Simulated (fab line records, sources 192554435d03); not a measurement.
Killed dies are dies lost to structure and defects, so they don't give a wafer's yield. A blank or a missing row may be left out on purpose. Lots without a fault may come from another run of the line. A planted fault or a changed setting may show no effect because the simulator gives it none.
Split-lot experiment | flow n5_finfet | 7 lots, 21 wafers read, on a route of 1938 steps

THE SPLIT
At N5_BEOL_M8_EXPOSE_08 (exposes mask M8), the setting dose_mj was moved away from the recipe's 68.25 on 10 of the 21 wafers read, by -3.6% to +7.0%. The other wafers ran this setting at the recipe's value.

FROM THE SPLIT TO THE READING: what the file shows between them, 2 steps
- N5_BEOL_M8_PEB_09: peb time 60 s
- N5_BEOL_M8_DEVELOP_10: develop time 30 s

THE READING
cd_nm, in nm, at N5_BEOL_M8_CD_MEAS_11 (target cd 38.5 nm). Fault-free wafers of this fab line usually give 38.5 nm, standard deviation 0.53 nm.

wafer  | tool, chamber at the split | dose_mj as run | against the recipe | cd_nm, nm | against lot-mates on the recipe
L076.4 | arfi_scanner-02, 0         | 71.07          | +4.1%              | 39.8      | +1.4
L076.5 | arfi_scanner-02, 0         | 71.07          | +4.1%              | 41.3      | +2.9
L076.6 | arfi_scanner-02, 0         | 68.25          | recipe             | 38.4      | -
L075.2 | arfi_scanner-01, 0         | 68.25          | recipe             | 38.3      | -
L075.5 | arfi_scanner-01, 0         | 68.25          | recipe             | 38.4      | -
L075.6 | arfi_scanner-01, 0         | 68.25          | recipe             | 38.7      | -
L081.2 | arfi_scanner-02, 0         | 68.25          | recipe             | 38.1      | -
L081.3 | arfi_scanner-02, 0         | 73.05          | +7.0%              | 42.2      | +4.1
L081.4 | arfi_scanner-02, 0         | 73.05          | +7.0%              | 42.2      | +4.1
L083.4 | arfi_scanner-03, 0         | 65.82          | -3.6%              | 36.8      | -1.6
L083.5 | arfi_scanner-03, 0         | 65.82          | -3.6%              | 36.7      | -1.7
L083.6 | arfi_scanner-03, 0         | 68.25          | recipe             | 38.4      | -
L082.1 | arfi_scanner-02, 0         | 68.25          | recipe             | 38.5      | -
L082.3 | arfi_scanner-02, 0         | 68.25          | recipe             | 38.7      | -
L082.5 | arfi_scanner-02, 0         | 68.25          | recipe             | 38.0      | -
L097.2 | arfi_scanner-01, 0         | 72.1           | +5.6%              | 41.9      | +3.0
L097.3 | arfi_scanner-01, 0         | 72.1           | +5.6%              | 41.8      | +2.9
L097.5 | arfi_scanner-01, 0         | 68.25          | recipe             | 38.9      | -
L096.2 | arfi_scanner-02, 0         | 68.25          | recipe             | 37.8      | -
L096.3 | arfi_scanner-02, 0         | 70.33          | +3.0%              | 40.1      | +2.3
L096.4 | arfi_scanner-02, 0         | 70.33          | +3.0%              | 39.5      | +1.7

THE FIT
A straight line over all 21 wafers: cd_nm changes by +0.538 nm for each +1% of dose_mj; r = +0.97; the points scatter about the line by 0.4 nm.
The same after taking each lot's own level away (the mean of its wafers on the recipe; 21 wafers): +0.542 nm for each +1%; r = +0.98; scatter 0.34 nm.
On that fit, the largest move of dose_mj shifts the reading by 3.8 nm.
The lots' own levels span 37.80 to 38.90 nm, that is 2.1 times the standard deviation above.
So the lot-to-lot level changes the slope little: the two slopes agree.
Check: with one of the wafers moved furthest among these (+7.0%) left out of the fit, the line predicts +3.82 nm for it against its lot-mates. It came out at +4.1 nm against them.

OTHER SPLITS ON THESE WAFERS
These wafers also went through other splits before the reading. Each is held against what the fit with the lots' levels taken away leaves over:
other split on the same wafers    | wafers away from the commonest value | r with cd_nm (lot level and that fit taken away)
N5_BEOL_M4_COAT_73 spin_rpm       | 5                                    | -0.28
N5_BEOL_M4_DESCUM_16 time_s       | 6                                    | +0.01
N5_BEOL_M4_COAT_67 spin_rpm       | 7                                    | +0.12
N5_BEOL_M5_ETCH_72 source_w       | 6                                    | -0.09
N5_BEOL_M5_COAT_66 spin_rpm       | 9                                    | -0.15
N5_BEOL_M7_PECVD_70 temp_c        | 6                                    | +0.13
N5_BEOL_M7_HM_DEP_02 target_thk_a | 7                                    | -0.15
N5_BEOL_M7_DEP_56 time_s          | 4                                    | -0.03

THE WHOLE CHAIN: every reading that the file lists as answering this split, in the file's order
step                  | what it does                                           | reading                                                               | change (the file's fit)               | r (the file's)
N5_BEOL_M8_CD_MEAS_11 | target cd 38.5 nm                                      | cd_nm                                                                 | +0.553 nm for each +1% of the setting | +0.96
N5_BEOL_M8_ETCH_61    | etches SiARC in CF4, target depth 45.5 nm, time 75.8 s | BEOL_M8.cd_offset_nm (the simulator's own value, which no gauge read) | +0.548 nm for each +1% of the setting | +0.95

THE FILE'S OWN FIT
cd_nm changes by +0.553 nm for each +1% of dose_mj, r = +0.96.
